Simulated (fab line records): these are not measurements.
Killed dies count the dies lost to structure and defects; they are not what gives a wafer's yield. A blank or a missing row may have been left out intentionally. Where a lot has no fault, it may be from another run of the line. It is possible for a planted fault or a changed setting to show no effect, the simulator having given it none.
A struck lot beside a sound one ; flow nand-harc ; 14 steps out of a route of 1302
Sound: the wafers L180.1, L180.4, L180.6. The struck wafers were L191.2, L191.3, L191.5. Last of all comes the cause.
At each step with rows: each side's tool, then ch and its chambers, then its first start. Under that, the readings that differ: sound wafers ; struck wafers ; difference of the means ; sigmas: that difference in standard deviations of wafers without a fault.
alike: readings whose means differ by less than 2 such deviations, and words and numbers that are the same on both sides. not compared: withheld readings, readings that some wafer has no value for, bounds like >300 that may hide the same value, and numbers for which the record gives no deviation and whose values overlap.
The two part at a step that has a row with sigmas, a row that says differs or no value, or rows on one side only. Numbers that have no deviation but don't overlap get no sigmas and don't part them. A reading that every wafer of one side lacks parts them only if that side has two wafers or more.

NHARC_A_STAIRCASE_TRIM_26: chemistry O2, time 211.2 s.
  sound on rie-diel-09 ch 0,1; struck on rie-diel-01 ch 0,2
  alike: drypump-motor-current-A, oes-product-au, rf-vpp-V, showerhead-plenum-p-Torr, throttle-valve-pct
  not compared: rf-hours-counter-h
NHARC_A_STAIRCASE_ETCH_27: etches the open film in C4F8/O2, target depth 100 nm, time 40.5 s.
  sound on rie-diel-09 ch 1,3; struck on rie-diel-01 ch 0,2
  alike: oes-product-au, rf-vpp-V
  not compared: rf-hours-counter-h
NHARC_A_STAIRCASE_STRIP_175: strips in O2.
  sound on plasma-asher-02 ch 0,1, day 16 01:15; struck on plasma-asher-01 ch 0,1, day 20 13:11
  alike: drypump-motor-current-A, heater-power-w
  not compared: rf-hours-counter-h
then, 8 steps without rows for these wafers: NHARC_A_STAIRCASE_STRIP_148 (strips in SPM, time 900 s); NHARC_A_STAIRCASE_PRECLEAN_149 (cleans in SC1); NHARC_A_STAIRCASE_SRD_150; NHARC_A_STAIRCASE_DEHYDRATE_176 (time 120 s); NHARC_A_STAIRCASE_HMDS_177 (time 30 s); NHARC_A_STAIRCASE_COAT_178; NHARC_A_STAIRCASE_SOFTBAKE_179 (time 170 s); NHARC_A_STAIRCASE_EBR_180.
NHARC_A_STAIRCASE_EXPOSE_181: exposes mask STAIR 2.
  sound on krf-scanner-04 ch 0, day 16 02:16; struck on krf-scanner-04 ch 0, day 20 14:18
reading;sound;struck;difference;sigmas
exposure-dose-mJ-cm2;27.918 27.869 27.819;27.337 27.317 27.349;-0.534;-20
  alike: mask
then, 1 step without rows for these wafers: NHARC_A_STAIRCASE_PEB_182 (peb time 130 s).
NHARC_END_SORT_01:
  the record has rows for the sound wafers here (prober-02 ch 0, day 24 22:31) and none for the struck ones

## WHERE THEY PART
First at NHARC_A_STAIRCASE_EXPOSE_181; last, within this record, at NHARC_END_SORT_01.

WHY: the cause the simulator had injected
Drift in process parameters on krf-scanner-04 at NHARC_A_STAIRCASE_EXPOSE_181, starting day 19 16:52. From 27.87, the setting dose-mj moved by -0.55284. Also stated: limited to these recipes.
